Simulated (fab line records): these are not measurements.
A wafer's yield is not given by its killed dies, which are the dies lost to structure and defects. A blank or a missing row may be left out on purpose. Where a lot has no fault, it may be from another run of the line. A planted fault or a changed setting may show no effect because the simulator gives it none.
Matching of chambers	flow n5_finfet	4 sister chambers for N5_BEOL_M13_ETCH_59 on rie_diel-05
The step etches BARC in N2/H2, target depth 89 nm, overetch 26.7 nm, time 67.9 s. 14 wafers are shown with their chamber, then 7 later ones without.

== WAFERS, EACH WITH ITS CHAMBER ==
wafer	chamber	drypump_motor_current_A (A)	showerhead_plenum_p_Torr (Torr)	throttle_valve_pct (%)
L074.2	1	5.8	2.64	17.96
L074.3	0	5.2	2.56	18.24
L074.5	0	5.2	2.56	18.22
L084.1	3	5.7	2.68	17.98
L084.3	2	5.7	2.60	18.18
L084.4	0	5.2	2.55	18.26
L086.1	3	5.7	2.68	18.01
L086.2	0	5.2	2.55	18.27
L086.6	1	5.8	2.63	18.01
L088.1	3	5.8	2.68	17.99
L088.3	1	5.8	2.62	18.02
L088.5	3	5.7	2.68	17.99
L090.1	1	5.8	2.62	18.01
L090.2	3	5.7	2.68	18.01

SIGNATURES (means of the wafers above)
reading	chamber 0	chamber 1	chamber 2	chamber 3	scatter within a chamber
drypump_motor_current_A	5.200	5.800	5.700	5.720	0.0283
showerhead_plenum_p_Torr	2.5550	2.6275	2.6000	2.6800	0.00612
throttle_valve_pct	18.2475	18.0000	18.1800	17.9960	0.021
Rule: a wafer lies at a distance from a chamber equal to the root of the sum of squares, over the readings, of (its reading less the chamber's mean, divided by the reading's scatter). If the next closest chamber is less than 2 further off than the closest, the wafer can't be placed; otherwise it belongs to the closest. How the scatter is found: for the shown wafers, subtract from each reading the mean of its chamber, square and add these, divide the total by (wafers less chambers), then take the root.

== WAFERS MISSING THEIR CHAMBER ==
wafer	drypump_motor_current_A (A)	showerhead_plenum_p_Torr (Torr)	throttle_valve_pct (%)
L090.4	5.6	2.60	18.17
L092.1	5.7	2.68	18.02
L092.2	5.2	2.54	18.28
L092.6	5.8	2.68	18.01
L093.1	5.2	2.54	18.29
L093.3	5.9	2.62	18.04
L093.6	5.8	2.62	18.03

== EACH ONE'S CHAMBER ==
wafer	from the rows above	in truth
L090.4	2	2
L092.1	3	3
L092.2	0	0
L092.6	3	3
L093.1	0	0
L093.3	1	1
L093.6	1	1
Correct placement for 7 of the 7. From these rows, 0 cannot be placed. 0 placed wrongly.
